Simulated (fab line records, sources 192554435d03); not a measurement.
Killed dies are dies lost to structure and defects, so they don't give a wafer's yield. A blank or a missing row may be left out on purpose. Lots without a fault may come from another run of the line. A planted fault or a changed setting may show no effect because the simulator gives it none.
Split-lot experiment | flow n5_finfet | 7 lots, 21 wafers read, on a route of 1938 steps

THE SPLIT
At N5_DUMMY_GATE_COAT_28 (time 60 s, resist thk 10 nm), the setting spin_rpm was moved away from the recipe's 1500 rpm on 6 of the 21 wafers read, by -11.1% to +9.2%. The other wafers ran this setting at the recipe's value.

The reading is taken at the split's own step.

THE READING
underlayer_of_DUMMY_GATE_COAT_28.thk_nm (the simulator's own value, which no gauge read), in nm, at N5_DUMMY_GATE_COAT_28 (time 60 s, resist thk 10 nm). The file gives no usual value for it.

wafer  | tool, chamber at the split | spin_rpm as run, rpm | against the recipe | underlayer_of_DUMMY_GATE_COAT_28.thk_nm, nm | against lot-mates on the recipe
L074.1 | litho_track-01, 0          | 1334                 | -11.1%             | 10.6                                        | +0.6
L074.3 | litho_track-01, 0          | 1500                 | recipe             | 10                                          | -
L074.5 | litho_track-01, 0          | 1500                 | recipe             | 10                                          | -
L075.3 | litho_track-01, 0          | 1500                 | recipe             | 10                                          | -
L075.5 | litho_track-01, 0          | 1500                 | recipe             | 10                                          | -
L075.6 | litho_track-01, 0          | 1500                 | recipe             | 10                                          | -
L076.2 | litho_track-01, 0          | 1348                 | -10.1%             | 10.6                                        | +0.6
L076.6 | litho_track-01, 0          | 1348                 | -10.1%             | 10.6                                        | +0.6
L076.4 | litho_track-01, 0          | 1500                 | recipe             | 10                                          | -
L077.1 | litho_track-04, 0          | 1500                 | recipe             | 10                                          | -
L077.5 | litho_track-04, 0          | 1500                 | recipe             | 10                                          | -
L077.2 | litho_track-04, 0          | 1405                 | -6.3%              | 10.4                                        | +0.4
L084.3 | litho_track-04, 0          | 1500                 | recipe             | 10                                          | -
L084.4 | litho_track-04, 0          | 1500                 | recipe             | 10                                          | -
L084.5 | litho_track-04, 0          | 1500                 | recipe             | 10                                          | -
L086.1 | litho_track-03, 0          | 1638                 | +9.2%              | 9.6                                         | -0.4
L086.5 | litho_track-03, 0          | 1638                 | +9.2%              | 9.6                                         | -0.4
L086.3 | litho_track-03, 0          | 1500                 | recipe             | 10                                          | -
L096.4 | litho_track-03, 0          | 1500                 | recipe             | 10                                          | -
L096.5 | litho_track-03, 0          | 1500                 | recipe             | 10                                          | -
L096.6 | litho_track-03, 0          | 1500                 | recipe             | 10                                          | -

THE FIT
A straight line over all 21 wafers: underlayer_of_DUMMY_GATE_COAT_28.thk_nm changes by -0.0528 nm for each +1% of spin_rpm; r = -0.99; the points scatter about the line by 0.033 nm.
The same after taking each lot's own level away (the mean of its wafers on the recipe; 21 wafers): -0.0528 nm for each +1%; r = -0.99; scatter 0.033 nm.
On that fit, the largest move of spin_rpm shifts the reading by 0.58 nm.
The lots' own levels span 10.00 to 10.00 nm.
So the lot-to-lot level changes the slope little: the two slopes agree.
Check: with one of the wafers moved furthest among these (-11.1%) left out of the fit, the line predicts +0.603 nm for it against its lot-mates. It came out at +0.6 nm against them.

OTHER SPLITS ON THESE WAFERS
These wafers also went through other splits before the reading. Each is held against what the fit with the lots' levels taken away leaves over:
other split on the same wafers  | wafers away from the commonest value | r with underlayer_of_DUMMY_GATE_COAT_28.thk_nm (lot level and that fit taken away)
N5_ZERO_LAYER_COAT_05 spin_rpm  | 8                                    | +0.37
N5_ZERO_LAYER_EXPOSE_08 dose_mj | 6                                    | -0.07
N5_FIN_SAQP_PEB_14 peb_time_s   | 5                                    | -0.06
N5_FIN_SAQP_FIN_ETCH_36 bias_w  | 7                                    | -0.13
N5_DUMMY_GATE_HM_DEP_06 time_s  | 12                                   | -0.12

THE FILE'S OWN FIT
underlayer_of_DUMMY_GATE_COAT_28.thk_nm changes by -0.0541 nm for each +1% of spin_rpm, r = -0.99.
